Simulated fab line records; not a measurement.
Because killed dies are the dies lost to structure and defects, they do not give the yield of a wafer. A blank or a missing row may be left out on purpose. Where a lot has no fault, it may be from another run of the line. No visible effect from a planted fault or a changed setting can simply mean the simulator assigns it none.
fab line records -- flow n5-finfet
[record] lots = 7, wafers = 21
route steps=1938 shown BEOL_M8@1348 BEOL_M9@1408 BEOL_M11@1560
start-h: hours from the record's first day to the start of the lot's first wafer shown -- wait-h: hours since the lot's step before -- " unchanged from the row above -- L1.1+2: several wafers, shown together as one row -- - no value, or no start given -- * or withheld: withheld -- < > ~ a bound
route shown NAME@n: a module of which the file shows steps, and the number in the route of the first -- usual: mean/standard deviation of fault-free wafers -- same: alike in all rows -- chamber/n: place in a boat -- sites: each site's reading -- _std_site: how widely they spread, as a standard deviation -- _edge_site: outer sites' mean less inner sites' -- radius-mm: for every site, how far away it sits from the centre of the wafer -- mask NAME#n: copy n -- behind: the tool/chamber that last shaped the wafer -- hold: the reason the lot was held/the length of the hold in hours/how it ended -- device: names the non-switching transistor (n, p or np) -- end of line: the same wafers' tests at the end of the route -- a step with no rows: only its recipe -- killed: count of dies lost to structure and defects at first sort (not the wafer's yield) -- map: a wafer's dies, marking killed ones x, the rest . and places with no die _
set.NAME: the setting the step ran with; set.NAME@STEP: the setting that earlier step ran with -- model.NAME: the simulator's own value behind a step, which no gauge read
one table per step and one row per wafer, for lots whose settings were changed on purpose
[[steps]]
[step N5_BEOL_M8_DESCUM_16]
[recipe] chemistry = O2, time-s = 7.9, source-power-w = 50, bias-power-w = 20, pressure-mtorr = 20, rf-frequency-hz = 2.712e+07, temp-c = 40, resist = CAR-ArF, o2-flow-sccm = 225
lot.wafer,tool,chamber,start-h,wait-h,set.time-s,model.CAR-ArF_of_BEOL_M8_COAT_05.thk-nm
L079.1,rie-diel-04,0,273.56,0.1,7.247,83.6
L079.4,rie-diel-04,3,273.56,0.1,7.9,83.6
L079.6,rie-diel-04,3,273.56,0.1,7.9,83.8
L084.2+3,rie-diel-04,"0,2",322.38,0.0,7.9,83.8
L084.4,rie-diel-04,1,322.38,0.0,7.9,83.6
L086.1,rie-diel-04,0,335.00,0.0,7.9,83.4
L086.3+4,rie-diel-04,"3,2",335.00,0.0,7.9,83.2
L088.2+6,rie-diel-06,1,335.20,0.0,7.9,83.6
L088.4,rie-diel-06,0,335.20,0.0,7.9,83.4
L095.1+6,rie-diel-01,"1,2",363.58,0.1,7.9,83.4
L095.3,rie-diel-01,0,363.58,0.1,6.607,84.2
L096.3,rie-diel-06,1,368.20,0.2,6.266,84.6
L096.5,rie-diel-06,1,368.20,0.2,7.9,83.6
L096.6,rie-diel-06,0,368.20,0.2,7.9,83.4
L097.2+6,rie-diel-01,"2,0",395.05,0.0,7.9,83.4
L097.5,rie-diel-01,3,395.05,0.0,7.9,83
[step N5_BEOL_M8_ETCH_61]
[recipe] chemistry = CF4, target = SiARC, target-depth-a = 455, mask-material = CAR-ArF, time-s = 75.8, ion-energy-ev = 80, pressure-mtorr = 40, source-w = 545, bias-w = 36, Ar_flow_sccm = 100, cf4-flow-sccm = 100, ends = cleared
lot.wafer,tool,chamber,start-h,wait-h,set.dose-mj@BEOL_M8_EXPOSE_08,set.time-s@BEOL_M8_DESCUM_16,model.BEOL_M8.cd-offset-nm,model.CAR-ArF_of_BEOL_M8_COAT_05.thk-nm
L079.1,rie-diel-04,0,273.59,0.0,66.25,7.247,-2.2,51.2
L079.4,rie-diel-04,3,273.59,0.0,66.25,7.9,-2.6,51
L079.6,rie-diel-04,3,273.59,0.0,68.25,7.9,0,51.2
L084.2,rie-diel-04,0,322.41,0.0,68.25,7.9,0.2,51.2
L084.3,rie-diel-04,2,322.41,0.0,68.25,7.9,-0.6,51.2
L084.4,rie-diel-04,1,322.41,0.0,72.12,7.9,3.4,51
L086.1,rie-diel-04,0,335.03,0.0,66.55,7.9,-1.2,50.8
L086.3,rie-diel-04,3,335.03,0.0,68.25,7.9,-0.4,50.6
L086.4,rie-diel-04,2,335.03,0.0,68.25,7.9,-0.8,50.6
L088.2,rie-diel-06,1,335.24,0.0,68.25,7.9,-0.2,51
L088.4,rie-diel-06,0,335.24,0.0,71.86,7.9,2.4,51
L088.6,rie-diel-06,1,335.24,0.0,71.86,7.9,1.8,51.2
L095.1,rie-diel-01,1,363.61,0.0,72.95,7.9,2.4,50.8
L095.3,rie-diel-01,0,363.61,0.0,72.95,6.607,2,51.6
L095.6,rie-diel-01,2,363.61,0.0,72.95,7.9,1.8,50.8
L096.3,rie-diel-06,1,368.23,0.0,68.25,6.266,-0.6,52
L096.5,rie-diel-06,1,368.23,0.0,68.25,7.9,0.2,51
L096.6,rie-diel-06,0,368.23,0.0,72.88,7.9,3.6,51
L097.2,rie-diel-01,2,395.09,0.0,68.25,7.9,0.6,51
L097.5,rie-diel-01,3,395.09,0.0,68.25,7.9,-0.6,50.6
L097.6,rie-diel-01,0,395.09,0.0,68.25,7.9,-0.4,50.8
[step N5_BEOL_M8_ETCH_62]
[recipe] chemistry = N2/H2, target = SOC, target-depth-a = 1100, overetch-a = 220, mask-material = SiARC, temp-c = 40, time-s = 165, ion-energy-ev = 200, pressure-mtorr = 30, source-w = 840, bias-w = 150, n2-flow-sccm = 200, h2-flow-sccm = 200
lot.wafer,tool,chamber,start-h,wait-h,set.dose-mj@BEOL_M8_EXPOSE_08,model.BEOL_M8.cd-offset-nm
L079.1,rie-diel-04,0,273.65,0.0,66.25,-2.6
L079.4,rie-diel-04,3,273.65,0.0,66.25,-3
L079.6,rie-diel-04,3,273.65,0.0,68.25,-0.4
L084.2,rie-diel-04,0,322.47,0.0,68.25,0.2
L084.3,rie-diel-04,2,322.47,0.0,68.25,-1
L084.4,rie-diel-04,1,322.47,0.0,72.12,3.4
L086.1,rie-diel-04,0,335.09,0.0,66.55,-1
L086.3,rie-diel-04,3,335.09,0.0,68.25,-0.4
L086.4,rie-diel-04,2,335.09,0.0,68.25,-1
L088.2,rie-diel-06,1,335.29,0.0,68.25,-0.4
L088.4,rie-diel-06,0,335.29,0.0,71.86,2.4
L088.6,rie-diel-06,1,335.29,0.0,71.86,1.6
L095.1,rie-diel-01,1,363.67,0.0,72.95,2.4
L095.3+6,rie-diel-01,"0,2",363.67,0.0,72.95,2.2
L096.3,rie-diel-06,1,368.29,0.0,68.25,-0.8
L096.5,rie-diel-06,1,368.29,0.0,68.25,-0.2
L096.6,rie-diel-06,0,368.29,0.0,72.88,3.6
L097.2,rie-diel-01,2,395.14,0.0,68.25,0.6
L097.5,rie-diel-01,3,395.14,0.0,68.25,-0.6
L097.6,rie-diel-01,0,395.14,0.0,68.25,-0.4
[step N5_BEOL_M8_STRIP_68]
[recipe] chemistry = N2/H2, temp-c = 40, n2-flow-sccm = 200, h2-flow-sccm = 200, rf-frequency-hz = 6e+07
[step N5_BEOL_M8_STRIP_67]
[recipe] chemistry = CF4, resist = SiARC, power-w = 300, bias-power-w = 75, pressure-mtorr = 50, cf4-flow-sccm = 150, rf-frequency-hz = 6e+07
[step N5_BEOL_M8_HM_OPEN_17]
[recipe] chemistry = Cl2/BCl3, target-depth-a = 200, overetch-a = 60, target = TiN, mask-material = SOC, ion-energy-ev = 150, pressure-mtorr = 10, icp-w = 1000, bias-w = 126, Cl2_flow_sccm = 53.25, bcl3-flow-sccm = 21.75, Ar_flow_sccm = 25
lot.wafer,tool,chamber,start-h,wait-h,set.target-thk-a@BEOL_M8_HM_DEP_02,set.dose-mj@BEOL_M8_EXPOSE_08,model.BEOL_M8.cd-offset-nm,model.etch.depth-nm
L079.1,rie-metal-01,1,273.84,0.0,221.6,66.25,-2.8,22.07
L079.4,rie-metal-01,0,273.84,0.0,200,66.25,-2.8,20.11
L079.6,rie-metal-01,1,273.84,0.0,200,68.25,-0.6,20.19
L084.2,rie-metal-02,1,322.66,0.0,200,68.25,0,20.25
L084.3,rie-metal-02,0,322.66,0.0,173.2,68.25,-0.8,17.7
L084.4,rie-metal-02,1,322.66,0.0,200,72.12,3.4,20.64
L086.1,rie-metal-01,1,335.27,0.0,200,66.55,-1,20
L086.3,rie-metal-01,0,335.27,0.0,200,68.25,-0.4,20.21
L086.4,rie-metal-01,1,335.27,0.0,200,68.25,-1,19.84
L088.2,rie-metal-03,0,335.48,0.0,200,68.25,-0.2,20.39
L088.4,rie-metal-03,1,335.48,0.0,175.6,71.86,2.6,17.57
L088.6,rie-metal-03,1,335.48,0.0,175.6,71.86,1.8,17.96
L095.1,rie-metal-01,0,363.85,0.0,200,72.95,2.6,19.94
L095.3,rie-metal-01,1,363.85,0.0,200,72.95,2.2,19.62
L095.6,rie-metal-01,0,363.85,0.0,200,72.95,2.2,19.7
L096.3,rie-metal-02,0,368.51,0.1,200,68.25,-0.8,20.04
L096.5,rie-metal-02,1,368.51,0.1,200,68.25,-0.2,19.83
L096.6,rie-metal-02,0,368.51,0.1,179.4,72.88,3.6,18.09
L097.2,rie-metal-03,1,395.33,0.0,200,68.25,0.6,20.51
L097.5,rie-metal-03,0,395.33,0.0,200,68.25,-0.6,20.17
L097.6,rie-metal-03,1,395.33,0.0,200,68.25,-0.4,20.42
[step N5_BEOL_M8_STRIP_19]
[recipe] chemistry = O2, power-w = 400, temp-c = 40, pressure-mtorr = 30, rf-frequency-hz = 6e+07, bias-power-w = 0, overash-fraction = 0.2, o2-flow-sccm = 225
[step N5_BEOL_M8_CD_MEAS_18]
[recipe] pitch-nm = 80, target-cd-nm = 40
[usual] cd-nm = 39.7/0.59
lot.wafer,tool,chamber,start-h,wait-h,set.dose-mj@BEOL_M8_EXPOSE_08,cd-nm
L079.1,cd-sem-02,-,274.02,0.1,66.25,37.3
L079.4,cd-sem-02,-,274.02,0.1,66.25,37.3
L079.6,cd-sem-02,-,274.02,0.1,68.25,39.5
L084.2,cd-sem-02,-,322.96,0.1,68.25,39.7
L084.3,cd-sem-02,-,322.96,0.1,68.25,39.3
L084.4,cd-sem-02,-,322.96,0.1,72.12,43.1
L086.1,cd-sem-03,-,335.45,0.0,66.55,38.9
L086.3,cd-sem-03,-,335.45,0.0,68.25,39.6
L086.4,cd-sem-03,-,335.45,0.0,68.25,39.1
L088.2,cd-sem-03,-,335.67,0.1,68.25,39.6
L088.4,cd-sem-03,-,335.67,0.1,71.86,42.8
L088.6,cd-sem-03,-,335.67,0.1,71.86,41.6
L095.1,cd-sem-02,-,364.04,0.0,72.95,42.2
L095.3,cd-sem-02,-,364.04,0.0,72.95,42.4
L095.6,cd-sem-02,-,364.04,0.0,72.95,42.2
L096.3,cd-sem-03,-,368.68,0.1,68.25,39.3
L096.5,cd-sem-03,-,368.68,0.1,68.25,40.0
L096.6,cd-sem-03,-,368.68,0.1,72.88,43.6
L097.2,cd-sem-02,-,395.52,0.1,68.25,40.6
L097.5,cd-sem-02,-,395.52,0.1,68.25,39.3
L097.6,cd-sem-02,-,395.52,0.1,68.25,39.8
[step N5_BEOL_M8_COAT_63]
[recipe] resist = SOC, temp-c = 250, time-s = 60, spin-rpm = 1500, resist-thk-nm = 60
lot.wafer,tool,chamber,start-h,wait-h,set.spin-rpm,model.SOC_of_BEOL_M8_COAT_63.thk-nm
L079.1,litho-track-02,0,275.24,1.2,1660,57
L079.4,litho-track-02,0,275.24,1.2,1500,60
L079.6,litho-track-02,0,275.24,1.2,1500,59.8
L084.2,litho-track-05,0,325.52,2.6,1500,60
L084.3,litho-track-05,0,325.52,2.6,1551,59.2
L084.4,litho-track-05,0,325.52,2.6,1551,59
L088.2+4+6,litho-track-02,0,337.61,1.9,1500,60
L086.1,litho-track-03,0,338.71,3.3,1500,60
L086.3,litho-track-03,0,338.71,3.3,1500,60.4
L086.4,litho-track-03,0,338.71,3.3,1595,58.4
L095.1,litho-track-03,0,366.72,2.7,1500,60.4
L095.3,litho-track-03,0,366.72,2.7,1416,62.2
L095.6,litho-track-03,0,366.72,2.7,1500,60.2
L096.3+5,litho-track-02,0,369.91,1.2,1500,60
L096.6,litho-track-02,0,369.91,1.2,1500,59.8
L097.2+5,litho-track-02,0,396.65,1.1,1500,60
L097.6,litho-track-02,0,396.65,1.1,1500,60.2
[step N5_BEOL_M8_COAT_64]
[recipe] resist = SiARC, temp-c = 220, time-s = 60, spin-rpm = 1500, resist-thk-nm = 12
[step N5_BEOL_M8_COAT_71]
[recipe] resist = underlayer, temp-c = 205, time-s = 60, spin-rpm = 1500, resist-thk-nm = 5
[step N5_BEOL_M8_ETCH_72]
[recipe] chemistry = N2/H2, target = underlayer, target-depth-a = 65, mask-material = CAR-EUV, time-s = 5.2, ion-energy-ev = 200, pressure-mtorr = 30, source-w = 840, bias-w = 150, n2-flow-sccm = 200, h2-flow-sccm = 200, ends = cleared
[step N5_BEOL_M8_ETCH_65]
[recipe] chemistry = CF4, target = SiARC, target-depth-a = 156, mask-material = CAR-EUV, time-s = 26, ion-energy-ev = 80, pressure-mtorr = 40, source-w = 545, bias-w = 36, Ar_flow_sccm = 100, cf4-flow-sccm = 100, ends = cleared
[step N5_BEOL_M8_ETCH_66]
[recipe] chemistry = N2/H2, target = SOC, target-depth-a = 800, overetch-a = 160, mask-material = SiARC, temp-c = 40, time-s = 120, ion-energy-ev = 200, pressure-mtorr = 30, source-w = 840, bias-w = 150, n2-flow-sccm = 200, h2-flow-sccm = 200
lot.wafer,tool,chamber,start-h,wait-h,set.spin-rpm@BEOL_M8_COAT_63,model.etch.depth-nm
L079.1,rie-diel-06,1,276.01,0.0,1660,57.07
L079.4,rie-diel-06,2,276.01,0.0,1500,59.93
L079.6,rie-diel-06,0,276.01,0.0,1500,59.78
L084.2,rie-diel-06,3,326.15,0.0,1500,60.08
L084.3,rie-diel-06,2,326.15,0.0,1551,59.29
L084.4,rie-diel-06,1,326.15,0.0,1551,58.99
L088.2,rie-diel-04,0,338.08,0.0,1500,60.03
L088.4,rie-diel-04,1,338.08,0.0,1500,60.02
L088.6,rie-diel-04,3,338.08,0.0,1500,60.09
L086.1,rie-diel-04,0,339.35,0.0,1500,60
L086.3,rie-diel-04,3,339.35,0.0,1500,60.3
L086.4,rie-diel-04,0,339.35,0.0,1595,58.38
L095.1,rie-diel-04,2,367.40,0.0,1500,60.32
L095.3,rie-diel-04,3,367.40,0.0,1416,62.11
L095.6,rie-diel-04,2,367.40,0.0,1500,60.18
L096.3,rie-diel-01,0,370.38,0.0,1500,60.08
L096.5,rie-diel-01,1,370.38,0.0,1500,59.98
L096.6,rie-diel-01,2,370.38,0.0,1500,59.86
L097.2,rie-diel-01,0,397.24,0.0,1500,60.05
L097.5,rie-diel-01,3,397.24,0.0,1500,60.1
L097.6,rie-diel-01,2,397.24,0.0,1500,60.13
[step N5_BEOL_M8_STRIP_69]
[recipe] chemistry = N2/H2, temp-c = 40, n2-flow-sccm = 200, h2-flow-sccm = 200, rf-frequency-hz = 6e+07
[step N5_BEOL_M8_STRIP_73]
[recipe] chemistry = N2/H2, temp-c = 40, n2-flow-sccm = 200, h2-flow-sccm = 200, rf-frequency-hz = 6e+07
[step N5_BEOL_M8_VIA_ETCH_34]
[recipe] chemistry = C4F6/O2, target = SiCOH_lowk, target-depth-a = 1255, mask-material = SOC, taper-deg = 4, time-s = 50.5, ion-energy-ev = 250, pressure-mtorr = 30, source-w = 345, bias-w = 185, Ar_flow_sccm = 300, C4F6_flow_sccm = 10, O2_flow_sccm = 10
lot.wafer,tool,chamber,start-h,wait-h,set.spin-rpm@BEOL_M8_COAT_63,model.SOC_of_BEOL_M8_COAT_63.thk-nm
L079.1,rie-diel-06,1,276.11,0.0,1660,51.2
L079.4,rie-diel-06,2,276.11,0.0,1500,54
L079.6,rie-diel-06,0,276.11,0.0,1500,53.8
L084.2,rie-diel-06,3,326.25,0.0,1500,54
L084.3,rie-diel-06,2,326.25,0.0,1551,53.2
L084.4,rie-diel-06,1,326.25,0.0,1551,53
L088.2+6,rie-diel-04,"0,3",338.18,0.0,1500,53.8
L088.4,rie-diel-04,1,338.18,0.0,1500,54
L086.1,rie-diel-04,0,339.50,0.0,1500,53.8
L086.3,rie-diel-04,3,339.50,0.0,1500,54
L086.4,rie-diel-04,0,339.50,0.0,1595,52.2
L095.1,rie-diel-04,2,367.50,0.0,1500,54.2
L095.3,rie-diel-04,3,367.50,0.0,1416,55.8
L095.6,rie-diel-04,2,367.50,0.0,1500,54
L096.3+5,rie-diel-01,"0,1",370.48,0.0,1500,54
L096.6,rie-diel-01,2,370.48,0.0,1500,53.8
L097.2+5,rie-diel-01,"0,3",397.34,0.0,1500,54
L097.6,rie-diel-01,2,397.34,0.0,1500,54.2
[step N5_BEOL_M8_STRIP_76]
[recipe] chemistry = C4F6/O2, resist = SiARC, rf-frequency-hz = 6e+07
[step N5_BEOL_M8_STRIP_36]
[recipe] chemistry = N2/H2, power-w = 450, temp-c = 40, pressure-mtorr = 20, rf-frequency-hz = 6e+07, overash-fraction = 0.3, bias-power-w = 7, h2-frac = 0.5, n2-flow-sccm = 200, h2-flow-sccm = 200
[step N5_BEOL_M8_TRENCH_ETCH_37]
[recipe] chemistry = C4F6/O2, target-depth-a = 934.78, target = SiCOH_lowk, time-s = 31.2, ion-energy-ev = 250, pressure-mtorr = 30, source-w = 345, bias-w = 185, Ar_flow_sccm = 300, C4F6_flow_sccm = 10, O2_flow_sccm = 10
lot.wafer,tool,chamber,start-h,wait-h,set.target-thk-a@BEOL_M8_HM_DEP_02,model.TiN_of_BEOL_M8_HM_DEP_02.thk-nm
L079.1,rie-diel-06,1,-,-,221.6,19.4
L079.4+6,rie-diel-06,"2,0",-,-,200,17.4
L084.2,rie-diel-06,3,-,-,200,17.6
L084.3,rie-diel-06,2,-,-,173.2,15
L084.4,rie-diel-06,1,-,-,200,18
L088.2,rie-diel-04,0,-,-,200,17.6
L088.4,rie-diel-04,1,-,-,175.6,15
L088.6,rie-diel-04,3,-,-,175.6,15.2
L086.1+4,rie-diel-04,0,-,-,200,17.2
L086.3,rie-diel-04,3,-,-,200,17.4
L095.1,rie-diel-04,2,-,-,200,17.2
L095.3,rie-diel-04,3,-,-,200,16.8
L095.6,rie-diel-04,2,-,-,200,17
L096.3,rie-diel-01,0,-,-,200,17.4
L096.5,rie-diel-01,1,-,-,200,17.2
L096.6,rie-diel-01,2,-,-,179.4,15.6
L097.2,rie-diel-01,0,-,-,200,18
L097.5,rie-diel-01,3,-,-,200,17.6
L097.6,rie-diel-01,2,-,-,200,17.8
[step N5_BEOL_M8_ETCH_41]
[recipe] chemistry = CH3F/O2, target = SiCN, target-depth-a = 319, taper-deg = 2, time-s = 57.8, ion-energy-ev = 120, mask-material = TiN, pressure-mtorr = 30, source-w = 395, bias-w = 75, Ar_flow_sccm = 150, CH3F_flow_sccm = 30, O2_flow_sccm = 20
[step N5_BEOL_M8_STRIP_80]
[recipe] chemistry = N2/H2, time-s = 10, power-w = 450, temp-c = 40, pressure-mtorr = 20, rf-frequency-hz = 6e+07, bias-power-w = 7, n2-flow-sccm = 200, h2-flow-sccm = 200
[step N5_BEOL_M8_PRECLEAN_42]
[recipe] chemistry = residue-remover, time-s = 60, temp-c = 40
[step N5_BEOL_M8_SRD_43]
[recipe] time-s = 30, temp-c = 23, rinse-liquid = diw, dry = ipa-marangoni
[step N5_BEOL_M8_CD_MEAS_35]
[recipe] target-cd-nm = 40, polarity = opening
[usual] cd-nm = 39.7/0.62
lot.wafer,tool,chamber,start-h,wait-h,set.dose-mj@BEOL_M8_EXPOSE_08,cd-nm
L079.1,cd-sem-02,-,276.51,0.0,66.25,37.2
L079.4,cd-sem-02,-,276.51,0.0,66.25,37.1
L079.6,cd-sem-02,-,276.51,0.0,68.25,39.5
L084.2,cd-sem-03,-,326.66,0.0,68.25,40.1
L084.3,cd-sem-03,-,326.66,0.0,68.25,39.5
L084.4,cd-sem-03,-,326.66,0.0,72.12,42.7
L088.2,cd-sem-03,-,338.60,0.0,68.25,39.5
L088.4,cd-sem-03,-,338.60,0.0,71.86,42.6
L088.6,cd-sem-03,-,338.60,0.0,71.86,41.6
L086.1,cd-sem-01,-,340.02,0.0,66.55,38.8
L086.3,cd-sem-01,-,340.02,0.0,68.25,39.9
L086.4,cd-sem-01,-,340.02,0.0,68.25,39.4
L095.1,cd-sem-02,-,367.99,0.0,72.95,42.6
L095.3,cd-sem-02,-,367.99,0.0,72.95,42.0
L095.6,cd-sem-02,-,367.99,0.0,72.95,42.2
L096.3,cd-sem-01,-,371.00,0.0,68.25,39.4
L096.5,cd-sem-01,-,371.00,0.0,68.25,39.6
L096.6,cd-sem-01,-,371.00,0.0,72.88,43.5
L097.2,cd-sem-02,-,397.86,0.0,68.25,40.9
L097.5,cd-sem-02,-,397.86,0.0,68.25,39.2
L097.6,cd-sem-02,-,397.86,0.0,68.25,39.5
[step N5_BEOL_M9_COAT_05]
[recipe] resist = CAR-ArF, spin-rpm = 1500, resist-thk-nm = 90
lot.wafer,tool,chamber,start-h,wait-h,set.spin-rpm,model.CAR-ArF_of_BEOL_M9_COAT_05.thk-nm
L079.1,litho-track-01,0,-,-,1500,89.8
L079.4,litho-track-01,0,-,-,1500,89.4
L079.6,litho-track-01,0,-,-,1652,85.2
L084.2,litho-track-05,0,-,-,1627,86
L084.3+4,litho-track-05,0,-,-,1500,89.6
L088.2,litho-track-05,0,-,-,1500,90.2
L088.4,litho-track-05,0,-,-,1338,95.4
L088.6,litho-track-05,0,-,-,1338,95.6
L086.1,litho-track-01,0,-,-,1500,89.6
L086.3+4,litho-track-01,0,-,-,1500,89.8
L095.1,litho-track-05,0,-,-,1500,90.4
L095.3+6,litho-track-05,0,-,-,1354,95.2
L096.3+6,litho-track-05,0,-,-,1500,90.4
L096.5,litho-track-05,0,-,-,1500,90
L097.2,litho-track-04,0,-,-,1500,90.2
L097.5+6,litho-track-04,0,-,-,1500,90
[step N5_BEOL_M9_EBR_07]
[recipe] solvent = PGMEA, ebr-width-mm = 1.5
[step N5_BEOL_M9_SOFTBAKE_06]
[recipe] temp-c = 110, time-s = 60, resist = CAR-ArF
[step N5_BEOL_M9_DESCUM_16]
[recipe] chemistry = O2, time-s = 7.9, source-power-w = 50, bias-power-w = 20, pressure-mtorr = 20, rf-frequency-hz = 2.712e+07, temp-c = 40, resist = CAR-ArF, o2-flow-sccm = 225
[step N5_BEOL_M9_ETCH_61]
[recipe] chemistry = CF4, target = SiARC, target-depth-a = 390, mask-material = CAR-ArF, time-s = 65, ion-energy-ev = 80, pressure-mtorr = 40, source-w = 545, bias-w = 36, Ar_flow_sccm = 100, cf4-flow-sccm = 100, ends = cleared
lot.wafer,tool,chamber,start-h,wait-h,set.spin-rpm@BEOL_M9_COAT_05,model.CAR-ArF_of_BEOL_M9_COAT_05.thk-nm
L079.1,rie-diel-05,0,280.82,0.0,1500,55.2
L079.4,rie-diel-05,2,280.82,0.0,1500,55
L079.6,rie-diel-05,0,280.82,0.0,1652,50.8
L084.2,rie-diel-03,1,335.91,0.0,1627,51.4
L084.3+4,rie-diel-03,"3,1",335.91,0.0,1500,55
L088.2,rie-diel-02,1,343.58,0.0,1500,56
L088.4,rie-diel-02,3,343.58,0.0,1338,61
L088.6,rie-diel-02,3,343.58,0.0,1338,61.2
L086.1,rie-diel-02,0,345.54,0.0,1500,55
L086.3+4,rie-diel-02,"3,2",345.54,0.0,1500,55.4
L095.1,rie-diel-03,1,375.30,0.0,1500,56
L095.3+6,rie-diel-03,"2,3",375.30,0.0,1354,60.6
L096.3,rie-diel-03,1,375.55,0.0,1500,55.8
L096.5,rie-diel-03,3,375.55,0.0,1500,55.4
L096.6,rie-diel-03,2,375.55,0.0,1500,56
L097.2,rie-diel-05,3,404.75,0.0,1500,56
L097.5,rie-diel-05,3,404.75,0.0,1500,55.8
L097.6,rie-diel-05,0,404.75,0.0,1500,55.6
[step N5_BEOL_M9_ETCH_62]
[recipe] chemistry = N2/H2, target = SOC, target-depth-a = 1100, overetch-a = 220, mask-material = SiARC, temp-c = 40, time-s = 165, ion-energy-ev = 200, pressure-mtorr = 30, source-w = 840, bias-w = 150, n2-flow-sccm = 200, h2-flow-sccm = 200
[usual] rf-vpp-V = 523.9/2.6
lot.wafer,tool,chamber,start-h,wait-h,set.source-w,rf-vpp-V
L079.1,rie-diel-05,0,280.87,0.0,840,521.9
L079.4,rie-diel-05,2,280.87,0.0,974.8,501.8
L079.6,rie-diel-05,0,280.87,0.0,840,522.2
L084.2,rie-diel-03,1,335.96,0.0,840,521.9
L084.3,rie-diel-03,3,335.96,0.0,840,525.0
L084.4,rie-diel-03,1,335.96,0.0,840,521.6
L088.2,rie-diel-02,1,343.63,0.0,840,521.6
L088.4,rie-diel-02,3,343.63,0.0,840,519.1
L088.6,rie-diel-02,3,343.63,0.0,840,519.3
L086.1,rie-diel-02,0,345.59,0.0,731.3,550.0
L086.3,rie-diel-02,3,345.59,0.0,840,520.4
L086.4,rie-diel-02,2,345.59,0.0,840,525.8
L095.1,rie-diel-03,1,375.35,0.0,840,521.2
L095.3,rie-diel-03,2,375.35,0.0,840,526.5
L095.6,rie-diel-03,3,375.35,0.0,840,523.4
L096.3,rie-diel-03,1,375.60,0.0,840,522.0
L096.5,rie-diel-03,3,375.60,0.0,933.9,505.6
L096.6,rie-diel-03,2,375.60,0.0,840,525.0
L097.2,rie-diel-05,3,404.80,0.0,840,525.1
L097.5,rie-diel-05,3,404.80,0.0,840,525.1
L097.6,rie-diel-05,0,404.80,0.0,840,520.6
[step N5_BEOL_M11_COAT_63]
[recipe] resist = SOC, temp-c = 250, time-s = 60, spin-rpm = 1500, resist-thk-nm = 100
lot.wafer,tool,chamber,start-h,wait-h,set.spin-rpm,model.SOC_of_BEOL_M11_COAT_63.thk-nm
L079.1,litho-track-01,0,298.96,2.5,1500,99.4
L079.4,litho-track-01,0,298.96,2.5,1500,99.8
L079.6,litho-track-01,0,298.96,2.5,1500,99.6
L084.2,litho-track-01,0,356.47,4.8,1563,97.6
L084.3,litho-track-01,0,356.47,4.8,1500,99.8
L084.4,litho-track-01,0,356.47,4.8,1563,97.8
L088.2,litho-track-01,0,356.59,2.1,1500,99.8
L088.4,litho-track-01,0,356.59,2.1,1500,100
L088.6,litho-track-01,0,356.59,2.1,1500,99.6
L086.1+3,litho-track-03,0,362.93,0.1,1500,100.2
L086.4,litho-track-03,0,362.93,0.1,1500,100
L096.3+5+6,litho-track-03,0,394.68,0.2,1500,100.4
L095.1+3,litho-track-03,0,396.43,1.1,1596,97
L095.6,litho-track-03,0,396.43,1.1,1500,100.2
L097.2+5,litho-track-03,0,426.39,3.6,1500,100
L097.6,litho-track-03,0,426.39,3.6,1500,100.2
[[key]]
[split] step = N5_BEOL_M8_DESCUM_16, setting = time-s, stated = 7.9, by = wafer
[response] step = N5_BEOL_M8_DESCUM_16, reading = model.CAR-ArF_of_BEOL_M8_COAT_05.thk-nm, change = -0.0458, per = 1%, r = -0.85
[response] step = N5_BEOL_M8_ETCH_61, reading = model.CAR-ArF_of_BEOL_M8_COAT_05.thk-nm, change = -0.0453, per = 1%, r = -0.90
[split] step = N5_BEOL_M8_COAT_63, setting = spin-rpm, stated = 1500, by = wafer
[response] step = N5_BEOL_M8_COAT_63, reading = model.SOC_of_BEOL_M8_COAT_63.thk-nm, change = -0.285, per = 1%, r = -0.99
[response] step = N5_BEOL_M8_ETCH_66, reading = model.etch.depth-nm, change = -0.277, per = 1%, r = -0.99
[response] step = N5_BEOL_M8_VIA_ETCH_34, reading = model.SOC_of_BEOL_M8_COAT_63.thk-nm, change = -0.265, per = 1%, r = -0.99
[split] step = N5_BEOL_M9_COAT_05, setting = spin-rpm, stated = 1500, by = wafer
[response] step = N5_BEOL_M9_COAT_05, reading = model.CAR-ArF_of_BEOL_M9_COAT_05.thk-nm, change = -0.464, per = 1%, r = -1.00
[response] step = N5_BEOL_M9_ETCH_61, reading = model.CAR-ArF_of_BEOL_M9_COAT_05.thk-nm, change = -0.451, per = 1%, r = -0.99
[split] step = N5_BEOL_M9_ETCH_62, setting = source-w, stated = 840, by = wafer
[response] step = N5_BEOL_M9_ETCH_62, reading = rf-vpp-V, change = -1.59, per = 1%, r = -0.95
[split] step = N5_BEOL_M11_COAT_63, setting = spin-rpm, stated = 1500, by = wafer
[response] step = N5_BEOL_M11_COAT_63, reading = model.SOC_of_BEOL_M11_COAT_63.thk-nm, change = -0.5, per = 1%, r = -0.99
split outside-this-file step=N5_BEOL_M8_HM_DEP_02 setting=target-thk-a
split outside-this-file step=N5_BEOL_M8_EXPOSE_08 setting=dose-mj
// split outside-this-file: this setting was split too, and the file shows its column; the key of that split is in another file
